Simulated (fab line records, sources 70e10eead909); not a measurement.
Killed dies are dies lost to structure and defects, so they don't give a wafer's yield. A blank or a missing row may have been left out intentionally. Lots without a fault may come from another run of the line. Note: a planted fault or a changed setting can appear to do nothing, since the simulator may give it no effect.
fab line records | flow nand-harc
[record] lots = 13 wafers = 39 last-day = 33
route steps=1302 shown A_CONTACT@985 THIN_TSV@1245 END@1302
lots untouched by any fault: they come from a run of this same line in which no faults occurred
start-h: hours from the record's first day to the start of the lot's first wafer shown | wait-h: time in hours since the lot's previous step | " unchanged from the row above | L1.1+2: several wafers, shown together as one row | - value missing, or start not given | * or withheld: withheld | < > ~ a bound
route shown NAME@n: NAME is a module with steps in the file, n the number in the route of the first one | usual: mean/standard deviation of fault-free wafers | same: alike in all rows | chamber/n: place in a boat | sites: each site's reading | _std_site: the values' standard deviation | _edge_site: inner sites' mean taken away from outer sites' mean | radius-mm: for every site, how far away it sits from the centre of the wafer | mask NAME#n: copy n | behind: the tool/chamber that last shaped the wafer | hold: what put the lot on hold/how long, in hours/how the hold closed | device: the transistor (n, p or np) that didn't switch | end of line: the route-end tests of the same wafers | a step without rows: its recipe alone | killed: not the wafer's yield, but the dies lost to structure and defects at the first sort | map: dies across one wafer; x = killed, . = not, _ = none there
set.NAME: the run value of the setting; set.NAME@STEP: its run value at that earlier step | model.NAME: the simulator's own value behind a step, which no gauge read
route steps across a sampled set of lots; one table per step, one row per wafer
services: a tool's chamber out of use, with start hour (start-h, from the record's first day; less than 0 if before it), hours out, and reason
[[steps]]
[step NHARC_A_CONTACT_DEP_28]
[recipe] target-thk-a = 70000 temp-c = 400 material = aC
[usual] throttle-valve-pct = 35.001/0.0093
// columns lot.wafer tool chamber start-h wait-h throttle-valve-pct
L933.2 acl-dep-02 0 488.89 6.6 34.991
L933.4 " 0 490.31 8.0 35.013
L933.5 " 0 " " 34.997
L932.3 acl-dep-01 0 489.51 7.2 34.980
L932.4 " 0 " " 35.005
L932.6 " 0 491.65 9.4 35.000
L934.1 acl-dep-02 0 517.49 0.1 34.986
L934.4 " 0 519.58 2.1 35.003
L934.5 " 0 " " 35.015
L939.1 acl-dep-02 0 557.38 0.1 35.003
L939.4 " 0 559.53 2.2 34.998
L939.6 " 0 560.96 3.6 35.002
L938.2 acl-dep-02 0 562.39 1.4 35.011
L938.3 " 0 " " 35.001
L938.6 " 0 565.25 4.2 34.978
L948.1 acl-dep-01 0 638.09 0.2 35.005
L948.3 " 0 639.50 1.6 34.993
L948.5 " 0 640.91 3.0 35.015
L946.1 acl-dep-03 0 639.70 1.8 35.000
L946.2 " 0 " " 34.998
L946.4 " 0 641.81 3.9 35.001
L947.3 acl-dep-02 0 658.31 6.8 35.009
L947.4 " 0 " " 35.004
L947.6 " 0 660.43 8.9 35.012
L950.1 acl-dep-02 0 666.77 4.3 35.001
L950.4 " 0 668.90 6.4 34.996
L950.5 " 0 " " 35.004
L952.2 acl-dep-01 0 689.80 0.8 35.008
L952.3 " 0 " " 34.999
L952.4 " 0 " " 34.996
L951.4 acl-dep-02 0 691.19 2.1 34.988
L951.5 " 0 " " 35.018
L951.6 " 0 " " 34.989
L954.4 acl-dep-03 0 710.88 2.2 35.020
L954.5 " 0 " " 35.004
L954.6 " 0 " " 35.003
L955.2 acl-dep-03 0 717.83 0.8 35.001
L955.4 " 0 719.27 2.2 35.011
L955.6 " 0 720.71 3.7 35.006
[step NHARC_THIN_TSV_CMP_01]
[recipe] target-thk-um = 3
[usual] motor-current-A = 12.4/1.5 slurry-filter-dp-kPa = 13.48/0.14
// columns lot.wafer tool chamber start-h wait-h motor-current-A slurry-filter-dp-kPa
L933.4 cmp-02 1 545.02 0.4 12.0 13.75
L933.2 " 3 " " 10.7 13.49
L933.5 " 2 " " 14.7 13.36
L932.3 cmp-02 3 546.23 0.6 11.0 13.37
L932.4 " 1 " " 12.0 13.51
L932.6 " 3 " " 10.1 13.22
L934.1 cmp-03 2 576.51 1.0 12.7 13.26
L934.4 " 0 " " 13.6 13.42
L934.5 " 3 " " 12.5 13.26
L939.6 cmp-04 3 619.27 0.2 9.4 13.37
L938.2 cmp-02 1 624.06 0.9 12.5 13.56
L938.6 " 0 " " 13.5 13.50
L948.3 cmp-03 2 705.63 0.6 13.6 13.56
L948.1 " 3 " " 12.8 13.47
L948.5 " 3 " " 12.5 13.68
L946.1 cmp-02 1 710.01 1.0 12.1 13.31
L946.4 " 3 " " 11.1 13.28
L946.2 " 0 " " 13.6 13.62
L947.4 cmp-02 2 722.12 0.5 15.2 13.45
L947.3 " 3 " " 11.0 13.63
L947.6 " 1 " " 12.8 13.39
L950.4 cmp-04 3 723.27 0.4 10.2 13.61
L950.1 " 0 " " 13.5 13.61
L950.5 " 3 " " 9.5 13.39
L951.4 cmp-04 2 745.58 0.5 13.4 13.36
L951.6 " 1 " " 10.7 13.51
L951.5 " 2 " " 12.8 13.31
L952.3 cmp-04 1 754.29 0.6 11.8 13.46
L952.4 " 2 " " 13.4 13.61
L952.2 " 3 " " 9.3 13.54
L954.4 cmp-03 1 771.68 0.5 11.3 13.74
L954.5 " 2 " " 13.0 13.70
L954.6 " 3 " " 11.8 13.39
L955.4 cmp-04 2 782.06 0.4 12.4 13.40
L955.2 " 0 " " 13.3 13.42
L955.6 " 3 " " 9.5 13.47
[step NHARC_THIN_TSV_DEGAS_49]
[recipe] temp-c = 300 time-s = 120
[usual] heater-power-w = 460/63
// columns lot.wafer tool chamber start-h wait-h heater-power-w
L933.4 pvd-sputter-02 - 549.26 0.1 509
L933.2 " - " " 464
L933.5 " - " " 373
L932.4 pvd-sputter-01 - 550.57 0.1 401
L932.3 " - " " 603
L932.6 " - " " 392
L934.4 pvd-sputter-02 - 580.51 0.1 472
L934.1 " - " " 491
L934.5 " - " " 471
L939.6 pvd-sputter-02 - 623.42 0.1 475
L938.2 pvd-sputter-02 - 628.28 0.2 457
L938.6 " - " " 375
L948.1 pvd-sputter-02 - 709.59 0.1 455
L948.3 " - " " 466
L948.5 " - " " 461
L946.2 pvd-sputter-01 - 714.10 0.1 401
L946.1 " - " " 560
L946.4 " - " " 400
L947.4 pvd-sputter-03 - 726.33 0.1 541
L947.3 " - " " 536
L947.6 " - " " 477
L950.1 pvd-sputter-01 - 727.36 0.1 403
L950.4 " - " " 572
L950.5 " - " " 397
L951.4 pvd-sputter-03 - 749.61 0.1 541
L951.5 " - " " 475
L951.6 " - " " 544
L952.2 pvd-sputter-03 - 758.21 0.1 549
L952.4 " - " " 466
L952.3 " - " " 470
L954.4 pvd-sputter-01 - 775.69 0.1 411
L954.5 " - " " 448
L954.6 " - " " 407
L955.4 pvd-sputter-03 - 786.33 0.1 462
L955.2 " - " " 534
L955.6 " - " " 471
[step NHARC_THIN_TSV_DESCUM_35]
[recipe] time-s = 3 o2-flow-sccm = 200 ar-flow-sccm = 0 bias-power-w = 0 chemistry = O2
[usual] drypump-motor-current-A = 5.7/0.42 oes-product-au = 0.999/0.0098 rf-vpp-V = 57.8/0.97 showerhead-plenum-p-Torr = 1.91/0.083 throttle-valve-pct = 11.310/0.0094
// columns lot.wafer tool chamber start-h wait-h drypump-motor-current-A oes-product-au rf-hours-counter-h rf-vpp-V showerhead-plenum-p-Torr throttle-valve-pct
L933.4 rie-diel-12 3 552.53 - 5.2 1.000 5.7 57.0 1.78 11.322
L933.2 " 1 " " 5.6 1.006 5.8 58.8 1.88 11.301
L933.5 " 2 " " 4.8 0.998 - 57.5 1.95 11.297
L932.3 rie-diel-12 0 553.76 - 5.8 0.994 6.2 59.2 2.00 11.303
L932.4 " 3 " " 5.2 0.995 5.7 56.8 1.78 11.316
L932.6 " 0 " " 5.8 0.993 - 58.0 2.00 11.325
L934.1 rie-diel-02 1 583.82 - 5.8 0.992 0.2 59.2 1.88 11.321
L934.4 " 2 " " 6.0 0.990 0.1 56.8 1.83 11.321
L934.5 " 1 " " 5.9 0.994 - 58.1 1.88 11.302
L939.6 rie-diel-02 1 626.74 - 5.9 0.996 - 57.7 1.88 11.319
L938.2 rie-diel-12 1 631.59 - 5.5 0.991 0 57.5 1.88 11.313
L938.6 " 3 " " 5.3 0.995 - 58.4 1.78 11.299
L948.3 rie-diel-12 3 712.79 - 5.3 1.013 4.5 58.0 1.78 11.300
L948.1 " 0 " " 5.8 1.006 4.6 58.2 2.00 11.322
L948.5 " 3 " " 5.3 1.004 - 57.2 1.78 11.310
L946.1 rie-diel-02 0 717.42 - 6.2 0.970 6.7 58.2 1.96 11.317
L946.4 " 1 " " 5.8 0.987 6.2 57.4 1.88 11.312
L946.2 " 2 " " 6.0 1.004 6.5 58.0 1.83 11.297
L947.3 rie-diel-12 1 729.64 - 5.5 0.993 6.7 58.0 1.87 11.327
L947.4 " 2 " " 4.8 1.012 6.5 58.0 1.95 11.320
L947.6 " 1 " " 5.5 0.995 - 58.5 1.87 11.321
L950.1 rie-diel-02 1 730.67 - 5.8 0.996 6.8 57.1 1.88 11.322
L950.4 " 3 " " 6.4 1.014 6.5 57.4 2.03 11.303
L950.5 " 2 " " 6.0 1.008 - 58.1 1.83 11.303
L951.4 rie-diel-04 3 752.90 - 5.4 1.005 1.5 56.4 1.91 11.305
L951.6 " 0 " " 5.4 1.011 - 57.0 1.91 11.313
L951.5 " 1 " " 6.0 0.993 - 58.6 2.05 11.318
L952.3 rie-diel-12 0 761.38 - 5.8 0.997 8.6 59.3 2.00 11.302
L952.2 " 2 " " 4.8 1.010 8.4 57.3 1.95 11.310
L952.4 " 3 " " 5.3 0.993 8.2 57.0 1.78 11.297
L954.4 rie-diel-04 2 779.11 - 5.9 0.988 1.5 58.1 1.84 11.292
L954.5 " 2 " " 5.9 0.998 - 56.5 1.84 11.317
L954.6 " 3 " " 5.4 1.006 - 57.2 1.91 11.302
L955.2 rie-diel-04 2 789.65 - 5.9 0.995 2.8 59.3 1.84 11.322
L955.4 " 3 " " 5.4 0.994 2.6 58.9 1.91 11.300
L955.6 " 1 " " 6.0 1.008 - 58.1 2.05 11.310
[step NHARC_END_SORT_01]
[recipe] temp-c = 25
[usual] killed-at-array = 56/18 killed-at-other = 1.4/1.5 killed-at-periphery = 4/3.1 killed-dies = 61/19 killed-open = 3.5/1.8 killed-short = 2.4/1.4
[same] gross-dies = 677
// columns lot.wafer tool chamber start-h wait-h killed-at-array killed-at-other killed-at-periphery killed-dies killed-open killed-short
L939.1 prober-02 0 635.73 2.5 672 0 3 675 5 2
L939.4 prober-02 0 638.12 3.4 675 0 1 676 4 1
L939.6 prober-02 0 639.71 4.0 66 1 2 69 7 5
L938.2 prober-02 0 644.31 2.8 52 3 6 61 4 4
L938.3 prober-02 0 645.10 3.1 672 0 3 675 3 3
L938.6 prober-02 0 647.50 4.0 52 1 9 62 4 1
// killed by level:class
L939.1 A_CONTACT:area-dep=604 A_SLIT:chamber-film-flake=33 A_CHANNEL_HOLE_D2:chamber-film-flake=12 A_CONTACT:chamber-film-flake=8 A_WL_FILL:chamber-film-flake=3 P_CONTACT:geometric-particle:open=1 P_M0:geometric-particle:open=1 A_ONON_D1:geometric-particle:open=1
L939.4 A_CONTACT:area-dep=618 A_SLIT:chamber-film-flake=28 A_CONTACT:chamber-film-flake=7 A_CHANNEL_HOLE_D1:chamber-film-flake=4 A_CHANNEL_HOLE_D2:chamber-film-flake=4 A_STAIRCASE:chamber-film-flake=3 A_WL_FILL:chamber-film-flake=3 A_SGD_CUT:chamber-film-flake=2
L939.6 A_SLIT:chamber-film-flake=28 A_CHANNEL_HOLE_D2:chamber-film-flake=10 A_STAIRCASE:chamber-film-flake=5 A_CHANNEL_HOLE_D1:chamber-film-flake=3 A_WL_FILL:chamber-film-flake=3 A_CHANNEL_FILL_D1:geometric-particle:short=2 A_M0:geometric-particle:open=2 A_CHANNEL_FILL_D2:chamber-film-flake=2
L938.2 A_CHANNEL_HOLE_D2:chamber-film-flake=28 A_ZERO_WELL:chamber-film-flake=5 A_M1:chamber-film-flake=4 A_CHANNEL_HOLE_D1:chamber-film-flake=3 A_STAIRCASE:chamber-film-flake=3 THIN_TSV:chamber-film-flake=3 A_CHANNEL_HOLE_D2:geometric-particle:short=2 P_STI:chamber-film-flake=2
L938.3 A_CONTACT:area-dep=617 A_CHANNEL_HOLE_D2:chamber-film-flake=34 A_CHANNEL_HOLE_D1:chamber-film-flake=7 A_ZERO_WELL:chamber-film-flake=3 A_CONTACT:chamber-film-flake=2 P_M0:geometric-particle:short=1 A_CHANNEL_FILL_D1:geometric-particle:open=1 A_ONON_D2:geometric-particle:open=1
L938.6 A_CHANNEL_HOLE_D2:chamber-film-flake=33 P_STI:chamber-film-flake=6 A_M1:chamber-film-flake=6 A_CONTACT:chamber-film-flake=4 P_M2:chamber-film-flake=2 A_STAIRCASE:chamber-film-flake=2 A_SLIT:chamber-film-flake=2 P_GATE:geometric-particle:short=1
[[services]]
// columns tool chamber start-h hours kind
pvd-sputter-02 - 472.96 1.3 repair
cmp-04 - 503.37 4.0 pm
cmp-02 - 505.21 0.9 repair
cmp-02 - 508.38 1.7 repair
rie-diel-12 3 510.89 2.2 repair
pvd-sputter-01 - 515.91 2.9 repair
cmp-02 - 517.66 0.5 repair
cmp-02 - 526.50 4.0 pm
cmp-04 - 553.30 1.1 repair
cmp-02 - 597.43 12.5 repair
cmp-04 - 601.37 4.0 pm
acl-dep-02 - 605.45 13.0 pm
rie-diel-12 1 607.24 4.2 repair
rie-diel-12 2 615.66 2.2 repair
rie-diel-12 - 622.40 9.0 pm
cmp-02 - 624.50 4.0 pm
cmp-02 - 661.25 0.5 repair
rie-diel-12 2 674.00 2.5 repair
cmp-04 - 699.37 4.0 pm
cmp-02 - 722.50 4.0 pm
cmp-04 - 734.17 0.8 repair
cmp-04 - 766.78 0.8 repair
rie-diel-12 1 767.01 2.5 repair
acl-dep-02 - 786.45 13.0 pm
[[key]]
[first-sign] step = NHARC_END_SORT_01 reading = killed-at-array direction = up sigmas = 34 usual = 56 struck = 673
[effect] step = NHARC_END_SORT_01 reading = killed-dies direction = up sigmas = 32 usual = 61 struck = 675
[more-kills-born-at] NHARC_A_CONTACT_DEP_28@acl-dep-02 = 1839
met-at NHARC_A_CONTACT_DEP_28
struck-lots L938,L939
struck-wafers L938.3,L939.1,L939.4
later-rows-left-out L938.3,L939.1,L939.4
tester-left-out L938,L939
not-acting-at NHARC_THIN_TSV_CMP_01,NHARC_THIN_TSV_DEGAS_49,NHARC_THIN_TSV_DESCUM_35
onset-between 517.49 557.38
[fault] kind = process-parameter-drift tool = acl-dep-02 chamber = - onset-h = 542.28 steps = NHARC_A_CONTACT_DEP_28 channel = target-thk-a offset = * shape = step end-h = 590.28 scope = struck-wafers-only acts-in = * stated = *
// tester-left-out: of these lots the tester's yield and bins aren't shown, on N5 and GAA mostly nor the transistor test; their killed dies are dies lost to structure and defects alone, not to doping, threshold or leakage, so they don't give the yield
// later-rows-left-out: the simulator's readings of these wafers behind a module that went badly wrong aren't trusted and aren't shown, but for the sort
